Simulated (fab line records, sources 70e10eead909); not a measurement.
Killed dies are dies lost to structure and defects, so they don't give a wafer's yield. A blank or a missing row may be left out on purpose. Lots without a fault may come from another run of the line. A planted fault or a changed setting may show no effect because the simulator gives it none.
A struck lot beside a sound one | flow nand_harc | 14 steps out of a route of 1302
Sound: wafers L898.1, L898.4, L898.5. Struck: wafers L900.2, L900.4, L900.5. The cause comes at the end.
At each step with rows: each side's tool, then ch and its chambers, then its first start. Under that, the readings that differ: sound wafers | struck wafers | difference of the means | sigmas: that difference in standard deviations of wafers without a fault.
alike: readings whose means differ by less than 2 such deviations, and words and numbers that are the same on both sides. not compared: withheld readings, readings that some wafer has no value for, bounds like >300 that may hide the same value, and numbers for which the record gives no deviation and whose values overlap.
The two part at a step that has a row with sigmas, a row that says differs or no value, or rows on one side only. Numbers that don't overlap but have no deviation are shown without sigmas and don't part them. A reading that every wafer of one side lacks parts them only if that side has two wafers or more.

first, 1 step without rows for these wafers: NHARC_A_ONON_D1_DEP_19 (target thk 1000 nm).
NHARC_A_ONON_D1_THK_MEAS_21: measures by ellipsometry.
  sound on film_metro-02, day 8 12:35; struck on film_metro-02, day 9 08:29
  alike: thk_nm
then, 1 step without rows for these wafers: NHARC_A_ONON_D1_DEP_22 (target thk 1000 nm).
NHARC_A_ONON_D1_THK_MEAS_24: measures by ellipsometry.
  sound on film_metro-02, day 8 13:09; struck on film_metro-02, day 9 09:03
  alike: thk_nm
then, 1 step without rows for these wafers: NHARC_A_ONON_D1_DEP_25 (target thk 1000 nm).
NHARC_A_ONON_D1_THK_MEAS_27: measures by ellipsometry.
  sound on film_metro-02, day 8 13:46; struck on film_metro-01, day 9 09:37
  reading     | sound       | struck         | difference | sigmas
  thk_nm (nm) | 986 988 986 | 1013 1013 1010 | +25        | +3
then, 1 step without rows for these wafers: NHARC_A_ONON_D1_DEP_28 (target thk 1000 nm).
NHARC_A_ONON_D1_THK_MEAS_30: measures by ellipsometry.
  sound on film_metro-02, day 8 14:26; struck on film_metro-01, day 9 10:11
  alike: thk_nm
NHARC_A_ONON_D1_DEP_33: deposits SiO2, target thk 200 nm.
  sound on pecvd-02 ch 0,1,2, day 8 14:35; struck on pecvd-03 ch 0,1,2, day 9 10:20
  alike: heater_power_w, throttle_valve_pct
NHARC_A_ONON_D1_THK_MEAS_34: measures by ellipsometry.
  sound on film_metro-01, day 8 14:55; struck on film_metro-01, day 9 10:40
  alike: thk_nm
NHARC_A_ONON_D1_INSPECT_32:
  sound on defect_inspect-01, day 8 14:58; struck on defect_inspect-02, day 9 10:45
  alike: raw_defect_count
NHARC_A_CHANNEL_HOLE_D1_DEP_00: deposits aC, target thk 3100 nm.
  sound on acl_dep-02 ch 0, day 8 15:10; struck on acl_dep-02 ch 0, day 9 20:01
  alike: throttle_valve_pct
NHARC_A_CHANNEL_HOLE_D1_DEP_01: deposits SiON, target thk 140 nm.
  sound on pecvd-01 ch 1,2, day 8 17:08; struck on pecvd-03 ch 0,1,2, day 9 21:50
  alike: heater_power_w
-- the record jumps here: 15 days lie between the struck wafers' starts before and after (it left off in module A_CHANNEL_HOLE_D1 and takes up again in module END, whose first step shown is number 1302 of the route) --
NHARC_END_SORT_01:
  the record has rows for the struck wafers here (prober-01 ch 0, day 25 04:49) and none for the sound ones

WHERE THEY PART
First at NHARC_A_ONON_D1_THK_MEAS_27; last, within this record, at NHARC_END_SORT_01.

WHY: what the simulator had put in
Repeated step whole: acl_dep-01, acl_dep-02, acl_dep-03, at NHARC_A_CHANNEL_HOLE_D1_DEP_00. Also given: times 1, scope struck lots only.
